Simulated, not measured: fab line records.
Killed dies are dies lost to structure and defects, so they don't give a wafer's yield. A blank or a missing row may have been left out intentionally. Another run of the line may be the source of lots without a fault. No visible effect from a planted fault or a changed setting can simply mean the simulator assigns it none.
Split-lot experiment    flow n5 finfet    21 wafers read across 7 lots, on a route 1938 steps long

## ON THE SPLIT
At N5_BEOL_M11_COAT_22 (resist thk 90 nm), the setting spin rpm was moved away from the recipe's 1500 rpm on 6 of the 21 wafers read, by -6.3% to +8.8%. For the rest of the wafers, this setting stayed at what the recipe calls for.

## FROM SPLIT TO READING: 1 step shown by the file between the two
- N5_BEOL_M11_PEB_26: peb time 60 s (also split here: peb time s)

## THE READING
CAR-ArF_of_BEOL_M11_COAT_22.thk nm (the simulator's own value, which no gauge read), in nm, at N5_BEOL_M11_DEVELOP_27 (develop time 30 s). No usual value for it is given in the file. Across the 15 wafers here that went through the recipe, the average is 88.5 nm and the standard deviation 0.21 nm.

wafer   tool, chamber at the split  spin rpm as run, rpm  against the recipe  CAR-ArF_of_BEOL_M11_COAT_22.thk nm, nm  against lot-mates on the recipe
L076.1  litho track-01, 0           1500                  recipe              88.6                                    -
L076.3  litho track-01, 0           1500                  recipe              88.4                                    -
L076.5  litho track-01, 0           1500                  recipe              88.2                                    -
L080.2  litho track-01, 0           1500                  recipe              88.2                                    -
L080.4  litho track-01, 0           1405                  -6.3%               91.2                                    +3.0
L080.6  litho track-01, 0           1405                  -6.3%               91.4                                    +3.2
L078.4  litho track-01, 0           1500                  recipe              88.2                                    -
L078.5  litho track-01, 0           1500                  recipe              88.6                                    -
L078.6  litho track-01, 0           1500                  recipe              88.8                                    -
L081.4  litho track-01, 0           1500                  recipe              88.6                                    -
L081.5  litho track-01, 0           1500                  recipe              88.8                                    -
L081.6  litho track-01, 0           1500                  recipe              88.8                                    -
L084.1  litho track-01, 0           1500                  recipe              88.6                                    -
L084.6  litho track-01, 0           1500                  recipe              88.6                                    -
L084.4  litho track-01, 0           1436                  -4.3%               90.4                                    +1.8
L086.2  litho track-03, 0           1500                  recipe              88.6                                    -
L086.5  litho track-03, 0           1573                  +4.9%               86.6                                    -1.9
L086.6  litho track-03, 0           1500                  recipe              88.4                                    -
L092.2  litho track-01, 0           1500                  recipe              88.8                                    -
L092.3  litho track-01, 0           1632                  +8.8%               85                                      -3.8
L092.4  litho track-01, 0           1632                  +8.8%               85.2                                    -3.6

FIT RESULTS
A straight line over all 21 wafers: CAR-ArF_of_BEOL_M11_COAT_22.thk nm changes by -0.408 nm for each +1% of spin rpm; r = -0.99; the points scatter about the line by 0.21 nm.
The same after taking each lot's own level away (the mean of its wafers on the recipe; 21 wafers): -0.439 nm for each +1%; r = -0.99; scatter 0.18 nm.
Per that fit: largest spin rpm move, reading shift of 3.9 nm.
The lots' own levels span 88.20 to 88.80 nm, that is 2.8 times the standard deviation above.
Hence the lot-to-lot level has little effect on the slope; both slopes agree.
Check: with one of the wafers moved furthest among these (+8.8%) left out of the fit, the line predicts -3.81 nm for it against its lot-mates. Against them it came out at -3.8 nm.

## THE OTHER SPLITS THESE WAFERS WENT THROUGH
Other splits were also applied to these wafers ahead of the reading. Each is held against what the fit with the lots' levels taken away leaves over:
other split on the same wafers  wafers away from the commonest value  r with CAR-ArF_of_BEOL_M11_COAT_22.thk nm (lot level and that fit taken away)
N5_BEOL_M9_EXPOSE_25 dose mj    4                                     -0.19
N5_BEOL_M10_COAT_60 spin rpm    6                                     -0.20
N5_BEOL_M10_ETCH_62 time s      8                                     +0.19
N5_BEOL_M11_PEB_26 peb time s   9                                     -0.54

## THE WHOLE CHAIN: every reading that the file lists as answering this split, in the file's order
step                    what it does       reading                                                                              change (the file's fit)                r (the file's)
N5_BEOL_M11_COAT_22     resist thk 90 nm   CAR-ArF_of_BEOL_M11_COAT_22.thk nm (the simulator's own value, which no gauge read)  -0.441 nm for each +1% of the setting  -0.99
N5_BEOL_M11_DEVELOP_27  develop time 30 s  CAR-ArF_of_BEOL_M11_COAT_22.thk nm (the simulator's own value, which no gauge read)  -0.434 nm for each +1% of the setting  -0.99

## THE FILE'S OWN FIT
CAR-ArF_of_BEOL_M11_COAT_22.thk nm changes by -0.434 nm for each +1% of spin rpm, r = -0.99.
